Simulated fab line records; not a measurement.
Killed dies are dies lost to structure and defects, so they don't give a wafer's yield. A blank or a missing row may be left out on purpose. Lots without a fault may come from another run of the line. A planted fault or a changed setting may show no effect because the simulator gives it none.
fab line records | flow nand-harc
record: lots: 24 wafers: 72 last-day: 33
route steps=1302 shown A_CONTACT@1103 A_M0@1158 A_M1@1183 HYBRID_BOND@1243
lots that met no fault: from a run of the same line without faults
start-h: the number of hours between the record's first day and the start of the first shown wafer of the lot | wait-h: how many hours have passed since the lot's step before this one | " as in the row above | L1.1+2: a row that stands for several wafers | - no value present, or no start provided | * or withheld: withheld | < > ~ a bound
route shown NAME@n: a module of which the file shows steps, and the number in the route of the first | usual: mean and standard deviation over wafers with no fault | same: alike in all rows | chamber/n: place in a boat | sites: the reading at each site | _std_site: the standard deviation of these | _edge_site: outer sites' mean less inner sites' | radius-mm: how far each site lies from the wafer's centre | mask NAME#n: copy n | behind: the last tool/chamber to shape the wafer | hold: the reason the lot was held/the length of the hold in hours/how it ended | device: transistor that didn't switch, given as n, p or np | end of line: tests run on the same wafers once the route is complete | for a step that has no rows: nothing shown but its recipe | killed: dies that structure and defects cost at the first sort, which is not the same as the wafer's yield | map: the dies of a wafer, with x for killed, . for not killed, _ for no die there
set.NAME: the setting that was run; set.NAME@STEP: the one run at that earlier step | model.NAME: the simulator's own value behind a step, which no gauge read
the route's steps for a sample of lots (tables are steps, rows are wafers)
services: the hour from which a tool's chamber was out of use, counted from the record's first day as start-h (under 0 if before that day), plus the number of hours and why
== steps ==
step: NHARC_A_CONTACT_CMP_20
recipe: t-overpolish-s: 30 target-thk-nm: 300
usual: motor-current-A: 12.3/0.94 overpolish-run-s: 30.000/0.009 time-to-endpoint-s: 59.2/2.5
columns lot.wafer tool chamber start-h wait-h motor-current-A overpolish-run-s time-to-endpoint-s
L074.1 cmp-01 2 521.43 0.8 12.8 30.006 61.2
L074.2 " 0 " " 12.3 30.016 58.7
L074.6 " 2 " " 12.6 30.006 59.5
L075.1 cmp-01 2 522.65 0.6 12.7 29.993 60.6
L075.3 " 1 " " 14.1 30.005 58.9
L075.6 " 3 " " 11.8 29.988 55.4
L077.1 cmp-03 0 541.11 0.8 13.3 29.993 61.3
L077.6 " 1 " " 12.7 29.997 59.8
L077.5 " 2 " " 11.1 30.010 61.1
L076.2 cmp-02 3 541.78 0.8 12.4 29.990 62.7
L076.3 " 0 " " 12.5 30.007 57.7
L076.4 " 1 " " 11.8 30.010 61.9
L078.4 cmp-01 2 547.87 0.5 12.4 30.014 57.0
L078.6 " 1 " " 12.9 30.004 53.2
L078.5 " 2 " " 13.5 29.999 56.7
L079.2 cmp-03 3 557.69 0.7 10.8 29.985 62.9
L079.6 " 0 " " 13.1 30.010 61.4
L079.5 " 1 " " 13.3 30.008 58.2
L080.4 cmp-02 1 576.95 0.5 12.6 29.994 59.9
L080.1 " 0 " " 12.5 29.997 55.9
L080.6 " 1 " " 13.0 29.998 61.3
L081.1 cmp-02 1 578.22 0.8 11.7 29.992 56.9
L081.3 " 3 " " 11.4 30.006 60.2
L081.6 " 1 " " 12.1 29.991 58.7
L082.2 cmp-03 1 592.32 0.7 13.3 30.002 57.5
L082.1 " 2 " " 10.5 29.992 59.2
L082.4 " 3 " " 11.1 29.986 61.6
L083.1 cmp-03 0 603.77 0.8 12.9 30.000 59.1
L083.6 " 0 " " 13.9 29.996 59.3
L083.5 " 1 " " 13.7 29.990 60.5
L084.2 cmp-03 2 627.50 0.7 11.0 29.991 55.8
L084.3 " 3 " " 10.4 30.001 57.5
L084.5 " 0 " " 13.6 30.008 56.7
L085.2 cmp-03 1 629.23 0.8 13.8 29.997 56.2
L085.4 " 2 " " 10.9 29.997 58.2
L085.5 " 0 " " 12.8 29.996 56.9
L086.2 cmp-03 2 630.88 0.6 11.3 29.983 56.3
L086.1 " 0 " " 13.6 30.004 59.4
L086.3 " 1 " " 13.5 30.003 57.5
L087.4 cmp-02 2 642.68 0.4 12.7 29.995 54.6
L087.5 " 2 " " 12.3 29.999 59.3
L087.6 " 3 " " 12.7 30.006 54.8
L089.3 cmp-01 1 660.44 0.4 13.1 30.010 61.9
L089.5 " 0 " " 12.4 29.998 61.5
L089.6 " 1 " " 13.7 29.996 60.4
L088.3 cmp-01 3 669.24 0.4 11.9 30.001 60.4
L088.1 " 0 " " 12.1 29.996 57.4
L088.4 " 1 " " 13.7 29.996 60.2
L091.1 cmp-02 1 675.55 0.8 12.0 30.005 60.5
L091.2 " 3 " " 12.3 30.015 59.1
L091.5 " 0 " " 11.8 29.998 57.4
L090.1 cmp-01 1 694.26 0.8 14.0 29.994 61.6
L090.3 " 2 " " 11.8 29.999 64.0
L090.5 " 1 " " 13.8 29.992 60.7
L092.4 cmp-02 1 703.87 0.5 12.0 30.012 58.5
L092.2 " 2 " " 12.7 30.000 59.6
L092.1 " 0 " " 12.2 29.999 59.2
L095.1 cmp-02 2 712.82 0.8 12.4 30.009 59.3
L095.2 " 0 " " 12.0 30.001 58.2
L095.5 " 3 " " 12.5 29.990 61.8
L093.1 cmp-02 1 717.69 0.7 11.5 30.018 55.9
L093.5 " 0 " " 12.5 29.997 57.4
L093.6 " 1 " " 12.2 29.994 56.2
L094.4 cmp-03 0 717.83 0.4 13.1 30.001 66.7
L094.1 " 2 " " 11.1 30.000 61.3
L094.6 " 1 " " 12.6 29.996 65.1
L096.3 cmp-01 1 726.06 0.5 13.9 30.012 57.9
L096.1 " 0 " " 12.2 29.996 57.3
L096.6 " 2 " " 12.3 30.000 58.2
L097.1 cmp-03 1 747.75 0.6 13.1 30.008 59.8
L097.2 " 2 " " 11.2 29.994 60.1
L097.4 " 0 " " 13.4 29.998 59.1
step: NHARC_A_M0_PVD_20
recipe: target-thk-a: 50 bias-v: 168.6 power-w: 15000 chamber-pressure-pa: 0.12 time-s: 8.06 substrate-temp-c: 50 material: TaN
usual: throttle-valve-pct: 30.2/1.2
columns lot.wafer tool chamber start-h wait-h throttle-valve-pct
L074.2 pvd-sputter-02 - - - 31.1
L074.1 " - " " 31.8
L074.6 " - " " 30.8
L075.1 pvd-sputter-01 - - - 28.9
L075.3 " - " " 31.5
L075.6 " - " " 29.0
L077.1 pvd-sputter-01 - - - 29.2
L077.5 " - " " 28.2
L077.6 " - " " 29.2
L076.4 pvd-sputter-02 - - - 31.4
L076.2 " - " " 30.7
L076.3 " - " " 31.4
L078.4 pvd-sputter-03 - - - 29.1
L078.6 " - " " 30.5
L078.5 " - " " 28.5
L079.2 pvd-sputter-02 - - - 31.0
L079.5 " - " " 31.6
L079.6 " - " " 31.1
L080.1 pvd-sputter-02 - - - 31.0
L080.4 " - " " 31.6
L080.6 " - " " 31.3
L081.1 pvd-sputter-02 - - - 31.0
L081.3 " - " " 31.4
L081.6 " - " " 30.9
L082.2 pvd-sputter-02 - - - 31.1
L082.1 " - " " 31.7
L082.4 " - " " 31.3
L083.1 pvd-sputter-01 - - - 31.7
L083.5 " - " " 28.9
L083.6 " - " " 31.4
L084.3 pvd-sputter-01 - - - 28.7
L084.2 " - " " 28.8
L084.5 " - " " 29.0
L085.2 pvd-sputter-03 - - - 28.5
L085.4 " - " " 28.6
L085.5 " - " " 29.1
L086.1 pvd-sputter-03 - - - 30.8
L086.2 " - " " 28.9
L086.3 " - " " 28.4
L087.4 pvd-sputter-02 - - - 30.0
L087.6 " - " " 31.2
L087.5 " - " " 30.1
L089.3 pvd-sputter-02 - - - 30.0
L089.5 " - " " 30.9
L089.6 " - " " 29.9
L088.3 pvd-sputter-01 - - - 28.7
L088.1 " - " " 28.8
L088.4 " - " " 31.6
L091.1 pvd-sputter-02 - - - 32.5
L091.2 " - " " 30.7
L091.5 " - " " 30.3
L090.1 pvd-sputter-03 - - - 29.1
L090.3 " - " " 28.7
L090.5 " - " " 30.7
L092.4 pvd-sputter-02 - - - 32.6
L092.1 " - " " 31.2
L092.2 " - " " 29.8
L095.1 pvd-sputter-01 - - - 28.4
L095.2 " - " " 29.1
L095.5 " - " " 28.4
L093.1 pvd-sputter-02 - - - 31.3
L093.6 " - " " 31.0
L093.5 " - " " 32.6
L094.1 pvd-sputter-03 - - - 29.3
L094.4 " - " " 29.4
L094.6 " - " " 29.5
L096.1 pvd-sputter-03 - - - 30.2
L096.3 " - " " 29.6
L096.6 " - " " 29.0
L097.2 pvd-sputter-01 - - - 31.5
L097.4 " - " " 28.3
L097.1 " - " " 28.8
step: NHARC_A_M1_ETCH_35
recipe: target-depth-a: 400 overetch-a: 120 time-s: 43.94 ion-energy-ev: 200 n2-flow-sccm: 150 h2-flow-sccm: 150 ar-flow-sccm: 0 rf-w: 400 bias-w: 150 chemistry: N2/H2
usual: chamber-pressure-mTorr: 30.001/0.026 drypump-motor-current-A: 5.6/0.52 oes-product-au: 0.999/0.0075 rf-vpp-V: 429.5/2.1 showerhead-plenum-p-Torr: 2.01/0.072 throttle-valve-pct: 14.172/0.01
columns lot.wafer tool chamber start-h wait-h chamber-pressure-mTorr drypump-motor-current-A oes-product-au rf-hours-counter-h rf-vpp-V showerhead-plenum-p-Torr throttle-valve-pct
L074.2 rie-diel-11 2 530.62 0.1 30.006 5.4 1.001 4.5 426.9 1.90 14.181
L074.1 " 3 " " 29.989 4.9 0.999 4.4 429.9 2.05 14.158
L074.6 " 1 " " 29.988 5.3 1.014 - 428.6 1.95 14.165
L075.3 rie-diel-04 3 531.60 0.1 29.992 5.5 0.994 11.4 432.6 2.10 14.177
L075.1 " 0 " " 30.030 5.8 0.992 12.4 430.5 2.02 14.170
L075.6 " 2 " " 29.990 5.5 0.998 - 430.1 2.05 14.172
L077.1 rie-diel-11 0 550.37 0.1 30.019 6.6 1.008 6.7 431.4 2.08 14.175
L077.6 " 3 " " 29.991 4.9 1.005 - 429.6 2.05 14.185
L077.5 " 0 " " 30.006 6.6 1.012 - 432.3 2.08 14.171
L076.3 rie-diel-11 0 550.93 0.1 30.006 6.6 1.013 6.7 431.4 2.08 14.173
L076.2 " 1 " " 30.030 5.3 1.000 6.7 429.0 1.95 14.165
L076.4 " 2 " " 29.956 5.5 0.998 5.3 426.2 1.90 14.173
L078.4 rie-diel-11 2 557.14 0.1 29.943 5.4 1.005 6.1 428.5 1.90 14.149
L078.5 " 3 " " 30.058 4.9 0.994 - 430.2 2.05 14.194
L078.6 " 0 " " 29.962 6.5 1.010 - 431.3 2.08 14.168
L079.2 rie-diel-11 3 567.10 0.1 30.029 4.9 0.986 6.5 430.1 2.05 14.179
L079.6 " 3 " " 30.041 4.8 0.988 - 430.7 2.05 14.183
L079.5 " 0 " " 30.016 6.5 0.991 - 431.7 2.08 14.190
L080.4 rie-diel-08 3 586.11 0.1 29.989 5.7 0.995 0.5 429.6 1.98 14.166
L080.1 " 0 " " 30.019 6.2 0.998 1.2 431.8 2.04 14.172
L080.6 " 1 " " 30.013 5.8 1.007 - 430.7 2.05 14.180
L081.3 rie-diel-04 3 587.32 0.1 30.033 5.5 0.992 1.9 432.3 2.10 14.176
L081.1 " 0 " " 30.001 5.8 1.005 1.9 430.9 2.02 14.187
L081.6 " 3 " " 30.034 5.5 1.010 - 433.1 2.10 14.178
L082.2 rie-diel-11 2 601.50 0.1 29.989 5.5 0.988 9.2 426.4 1.89 14.169
L082.1 " 3 " " 29.979 4.9 0.994 9.1 429.7 2.05 14.189
L082.4 " 0 " " 30.024 6.5 1.002 10.1 432.0 2.08 14.158
L083.1 rie-diel-08 0 612.84 0.1 30.005 6.2 1.000 2.1 429.8 2.04 14.171
L083.6 " 0 " " 30.011 6.2 1.001 - 431.5 2.04 14.169
L083.5 " 1 " " 30.019 5.8 1.006 - 429.1 2.05 14.174
L084.2 rie-diel-11 3 636.76 0.1 30.011 4.9 0.997 0.9 431.8 2.05 14.179
L084.3 " 0 " " 30.007 6.6 1.007 0.9 433.3 2.08 14.184
L084.5 " 2 " " 30.003 5.5 1.005 - 426.0 1.89 14.158
L085.4 rie-diel-11 1 638.36 0.1 30.015 5.3 0.995 1.1 427.6 1.95 14.190
L085.2 " 2 " " 30.002 5.4 0.985 1.2 427.5 1.89 14.183
L085.5 " 2 " " 30.010 5.4 0.994 - 425.7 1.89 14.173
L086.3 rie-diel-08 1 640.54 0.1 30.038 5.8 0.993 2.1 430.9 2.05 14.183
L086.1 " 2 " " 29.990 5.3 0.997 2.4 425.8 1.90 14.174
L086.2 " 0 " " 29.974 6.2 1.007 2.6 430.6 2.04 14.160
L087.4 rie-diel-11 1 651.67 0.1 30.019 5.3 1.003 2.1 427.7 1.95 14.153
L087.5 " 2 " " 29.983 5.4 1.003 - 426.5 1.89 14.163
L087.6 " 3 " " 30.004 4.9 1.000 - 431.0 2.05 14.175
L089.3 rie-diel-11 2 669.89 0.1 30.043 5.5 0.996 2.9 425.0 1.89 14.168
L089.6 " 0 " " 29.995 6.6 0.995 - 430.9 2.08 14.174
L089.5 " 2 " " 30.010 5.4 0.999 - 426.5 1.89 14.161
L088.3 rie-diel-08 0 678.19 0.1 30.003 6.2 1.006 3.5 430.7 2.04 14.155
L088.4 " 2 " " 29.972 5.3 0.990 3.4 426.4 1.90 14.156
L088.1 " 3 " " 30.006 5.7 1.009 2.8 429.2 1.98 14.177
L091.2 rie-diel-11 0 684.74 0.1 29.980 6.6 1.004 3.9 431.1 2.08 14.174
L091.1 " 1 " " 29.998 5.3 1.002 3.8 428.1 1.95 14.187
L091.5 " 1 " " 29.994 5.3 0.997 - 426.7 1.95 14.183
L090.1 rie-diel-11 2 703.96 0.1 30.056 5.4 0.997 4.9 426.5 1.89 14.163
L090.3 " 0 " " 30.010 6.5 0.994 5.2 432.1 2.08 14.168
L090.5 " 2 " " 30.022 5.4 0.990 - 427.8 1.89 14.164
L092.1 rie-diel-08 3 716.45 0.1 30.020 5.7 0.994 3.3 427.8 1.98 14.157
L092.2 " 1 " " 29.964 5.8 0.995 3.5 430.4 2.04 14.170
L092.4 " 3 " " 29.959 5.7 1.004 - 430.2 1.98 14.180
L095.1 rie-diel-11 0 722.48 0.1 30.008 6.5 0.995 5.8 431.1 2.08 14.179
L095.2 " 2 " " 29.988 5.5 0.982 5.5 425.9 1.89 14.170
L095.5 " 0 " " 29.959 6.5 0.996 - 430.9 2.08 14.172
L093.1 rie-diel-11 3 726.81 0.1 30.009 4.9 0.996 6.0 430.8 2.05 14.177
L093.5 " 3 " " 30.022 4.9 0.993 - 429.9 2.05 14.166
L093.6 " 0 " " 30.005 6.5 0.991 - 430.6 2.08 14.176
L094.1 rie-diel-04 2 727.27 0.1 29.970 5.4 1.006 0.8 431.3 2.04 14.168
L094.6 " 2 " " 30.005 5.4 0.993 - 430.3 2.04 14.161
L094.4 " 0 " " 30.019 5.8 1.005 - 428.6 2.01 14.179
L096.3 rie-diel-08 2 735.78 0.1 29.979 5.3 1.007 0.1 425.2 1.90 14.177
L096.1 " 1 " " 29.970 5.8 1.002 0.1 430.4 2.04 14.166
L096.6 " 3 " " 29.990 5.7 1.003 - 428.7 1.98 14.165
L097.2 rie-diel-04 3 757.08 0.1 29.991 5.4 0.998 2.7 430.9 2.10 14.168
L097.1 " 0 " " 30.022 5.8 1.000 3.2 429.5 2.01 14.155
L097.4 " 0 " " 29.980 5.8 0.997 - 429.9 2.01 14.166
step: NHARC_A_M1_ANNEAL_31
recipe: temp-c: 225 time-s: 90
usual: wafer_temp_C_max: 226.5/0.49
columns lot.wafer tool chamber start-h wait-h wafer_temp_C_max
L074.1 rtp-anneal-02 0 532.28 - 226.1
L074.2 " 0 " " 226.0
L074.6 " 0 " " 226.2
L075.1 rtp-anneal-02 0 533.34 0.3 226.2
L075.3 " 0 " " 226.3
L075.6 " 0 " " 226.1
L077.1 rtp-anneal-01 0 552.03 0.3 227.0
L077.5 " 0 " " 226.5
L077.6 " 0 " " 227.0
L076.2 rtp-anneal-01 0 552.65 - 226.8
L076.3 " 0 " " 226.7
L076.4 " 0 " " 226.6
L078.4 rtp-anneal-01 0 559.03 0.3 227.6
L078.5 " 0 " " 226.7
L078.6 " 0 " " 226.4
L079.2 rtp-anneal-02 0 568.84 0.3 226.1
L079.5 " 0 " " 226.1
L079.6 " 0 " " 226.0
L080.1 rtp-anneal-02 0 587.77 0.3 225.7
L080.4 " 0 " " 226.5
L080.6 " 0 " " 225.8
L081.1 rtp-anneal-01 0 589.00 0.3 227.2
L081.3 " 0 " " 226.7
L081.6 " 0 " " 227.0
L082.1 rtp-anneal-01 0 603.17 - 226.6
L082.2 " 0 " " 226.9
L082.4 " 0 " " 227.0
L083.1 rtp-anneal-01 0 614.51 0.3 226.3
L083.5 " 0 " " 226.2
L083.6 " 0 " " 226.5
L084.2 rtp-anneal-01 0 638.50 0.3 226.7
L084.3 " 0 " " 227.9
L084.5 " 0 " " 226.8
L085.2 rtp-anneal-01 0 640.11 - 226.9
L085.4 " 0 " " 226.7
L085.5 " 0 " " 226.3
L086.1 rtp-anneal-02 0 642.26 - 225.9
L086.2 " 0 " " 226.1
L086.3 " 0 " " 225.6
L087.4 rtp-anneal-01 0 653.48 0.3 227.3
L087.5 " 0 " " 226.9
L087.6 " 0 " " 227.2
L089.3 rtp-anneal-01 0 671.68 - 226.9
L089.5 " 0 " " 226.8
L089.6 " 0 " " 227.3
L088.1 rtp-anneal-01 0 679.85 - 226.6
L088.3 " 0 " " 226.2
L088.4 " 0 " " 226.7
L091.1 rtp-anneal-01 0 686.41 - 226.8
L091.2 " 0 " " 226.4
L091.5 " 0 " " 226.6
L090.1 rtp-anneal-02 0 705.70 0.3 225.9
L090.3 " 0 " " 226.1
L090.5 " 0 " " 225.9
L092.1 rtp-anneal-01 0 718.13 - 226.5
L092.2 " 0 " " 227.0
L092.4 " 0 " " 227.1
L095.1 rtp-anneal-02 0 724.14 - 225.8
L095.2 " 0 " " 226.5
L095.5 " 0 " " 226.1
L093.1 rtp-anneal-02 0 728.47 - 226.1
L093.5 " 0 " " 226.2
L093.6 " 0 " " 225.9
L094.1 rtp-anneal-02 0 728.98 0.3 226.1
L094.4 " 0 " " 226.0
L094.6 " 0 " " 225.7
L096.1 rtp-anneal-02 0 737.52 - 226.0
L096.3 " 0 " " 225.7
L096.6 " 0 " " 225.9
L097.1 rtp-anneal-01 0 758.83 - 226.4
L097.2 " 0 " " 227.3
L097.4 " 0 " " 226.9
step: NHARC_A_M1_PRE_CLEAN_32
recipe: time-s: 12 temp-c: 370 rf-power-w: 300 gas: NH3
usual: heater-power-w: 633/110
columns lot.wafer tool chamber start-h wait-h heater-power-w
L074.1 pecvd-04 0 533.16 0.1 706
L074.2 " 1 " " 620
L074.6 " 0 " " 688
L075.3 pecvd-04 1 534.22 0.1 609
L075.1 " 2 " " 464
L075.6 " 1 " " 601
L077.1 pecvd-02 1 552.94 0.1 632
L077.6 " 0 " " 847
L077.5 " 1 " " 625
L076.3 pecvd-01 2 553.47 0.1 586
L076.2 " 1 " " 704
L076.4 " 1 " " 726
L078.5 pecvd-02 0 559.80 0.1 930
L078.4 " 1 " " 626
L078.6 " 2 " " 589
L079.2 pecvd-04 1 569.70 0.1 611
L079.5 " 2 " " 509
L079.6 " 1 " " 608
L080.1 pecvd-02 1 588.67 0.1 644
L080.6 " 0 " " 888
L080.4 " 2 " " 558
L081.3 pecvd-01 2 589.90 0.1 610
L081.1 " 0 " " 609
L081.6 " 0 " " 598
L082.2 pecvd-04 1 604.06 0.1 510
L082.1 " 2 " " 559
L082.4 " 1 " " 515
L083.1 pecvd-02 0 615.40 0.1 893
L083.5 " 1 " " 566
L083.6 " 2 " " 603
L084.2 pecvd-02 1 639.70 0.4 616
L084.3 " 0 " " 872
L084.5 " 2 " " 717
L085.2 pecvd-02 1 641.18 0.3 625
L085.4 " 1 " " 618
L085.5 " 2 " " 592
L086.3 pecvd-01 1 643.15 0.1 697
L086.2 " 2 " " 556
L086.1 " 0 " " 533
L087.5 pecvd-04 1 654.25 0.1 558
L087.6 " 2 " " 535
L087.4 " 0 " " 645
L089.3 pecvd-02 2 672.47 0.1 685
L089.6 " 1 " " 648
L089.5 " 2 " " 687
L088.3 pecvd-04 2 680.74 0.1 536
L088.1 " 0 " " 694
L088.4 " 0 " " 692
L091.2 pecvd-04 2 687.29 0.1 566
L091.1 " 1 " " 628
L091.5 " 2 " " 548
L090.1 pecvd-01 1 706.59 0.1 710
L090.3 " 2 " " 581
L090.5 " 1 " " 683
L092.2 pecvd-02 1 719.33 0.1 607
L092.1 " 0 " " 792
L092.4 " 2 " " 635
L095.2 pecvd-01 0 725.02 0.1 505
L095.1 " 2 " " 603
L095.5 " 1 " " 658
L093.1 pecvd-01 0 729.36 0.1 514
L093.6 " 0 " " 527
L093.5 " 1 " " 640
L094.1 pecvd-04 0 729.86 0.1 678
L094.4 " 2 " " 464
L094.6 " 0 " " 678
L096.1 pecvd-01 0 738.43 0.1 625
L096.3 " 2 " " 506
L096.6 " 2 " " 505
L097.1 pecvd-01 2 759.72 0.1 490
L097.2 " 0 " " 528
L097.4 " 1 " " 598
step: NHARC_HYBRID_BOND_INSPECT_06
recipe: inspect-instrument: ir-void
usual: raw-defect-count: 88/38
columns lot.wafer tool chamber start-h wait-h raw-defect-count
L074.1 defect-inspect-02 - 547.35 0.0 30
L074.2 " - " " 16
L074.6 " - " " 22
L075.1 defect-inspect-01 - 547.35 0.0 141
L075.3 " - " " 170
L075.6 " - " " 160
L077.1 defect-inspect-01 - 567.01 0.0 119
L077.5 " - " " 129
L077.6 " - " " 116
L076.2 defect-inspect-02 - 567.01 0.1 81
L076.3 " - " " 73
L076.4 " - " " 69
L078.4 defect-inspect-01 - 575.54 0.1 75
L078.5 " - " " 71
L078.6 " - " " 70
L079.2 defect-inspect-02 - 583.81 0.1 133
L079.5 " - " " 142
L079.6 " - " " 144
L080.1 defect-inspect-01 - 605.12 0.0 61
L080.4 " - " " 72
L080.6 " - " " 77
L081.1 defect-inspect-02 - 605.12 0.0 102
L081.3 " - " " 72
L081.6 " - " " 74
L082.1 defect-inspect-02 - 621.18 0.0 33
L082.2 " - " " 37
L082.4 " - " " 26
L083.1 defect-inspect-01 - 632.26 0.0 142
L083.5 " - " " 126
L083.6 " - " " 143
L086.1 defect-inspect-02 - 656.02 0.0 37
L086.2 " - " " 47
L086.3 " - " " 59
L084.2 defect-inspect-01 - 656.02 0.1 80
L084.3 " - " " 55
L084.5 " - " " 65
L085.2 defect-inspect-01 - 656.05 0.1 105
L085.4 " - " " 120
L085.5 " - " " 122
L087.4 defect-inspect-02 - 671.00 0.1 85
L087.5 " - " " 89
L087.6 " - " " 67
L089.3 defect-inspect-02 - 688.58 0.1 71
L089.5 " - " " 110
L089.6 " - " " 109
L088.1 defect-inspect-01 - 695.74 0.0 158
L088.3 " - " " 144
L088.4 " - " " 162
L091.1 defect-inspect-02 - 702.73 0.0 84
L091.2 " - " " 84
L091.5 " - " " 93
L090.1 defect-inspect-01 - 723.61 0.0 103
L090.3 " - " " 114
L090.5 " - " " 123
L095.1 defect-inspect-01 - 742.74 0.0 47
L095.2 " - " " 49
L095.5 " - " " 40
L092.1 defect-inspect-02 - 742.74 0.0 64
L092.2 " - " " 76
L092.4 " - " " 72
L093.1 defect-inspect-01 - 742.76 0.1 89
L093.5 " - " " 104
L093.6 " - " " 73
L094.1 defect-inspect-02 - 742.76 0.1 109
L094.4 " - " " 119
L094.6 " - " " 107
L096.1 defect-inspect-01 - 755.54 0.0 74
L096.3 " - " " 89
L096.6 " - " " 81
L097.1 defect-inspect-02 - 773.50 0.0 36
L097.2 " - " " 37
L097.4 " - " " 30
== services ==
columns tool chamber start-h hours kind
pecvd-01 - 498.23 13.0 pm
cmp-02 - 517.22 0.2 repair
cmp-02 - 526.61 4.0 pm
pecvd-02 - 547.36 3.9 repair
pvd-sputter-02 - 552.21 1.7 repair
cmp-03 - 564.53 2.1 repair
cmp-03 - 575.38 1.0 repair
cmp-03 - 576.39 4.0 pm
pecvd-02 - 589.00 13.0 pm
cmp-03 - 589.59 1.7 repair
rie-diel-11 - 609.50 9.0 pm
cmp-03 - 620.90 0.2 repair
cmp-02 - 624.73 4.0 pm
pecvd-04 - 631.48 13.0 pm
pvd-sputter-02 - 638.08 10.0 pm
pecvd-04 2 660.83 3.9 repair
rie-diel-11 3 667.90 5.9 repair
cmp-03 - 674.39 4.0 pm
rie-diel-11 - 677.74 0.2 repair
pecvd-01 - 679.23 13.0 pm
pecvd-01 - 702.13 1.7 repair
pvd-sputter-02 - 720.93 2.3 repair
rtp-anneal-02 - 744.00 12.0 pm
cmp-03 - 751.53 1.5 repair
== key ==
fault none
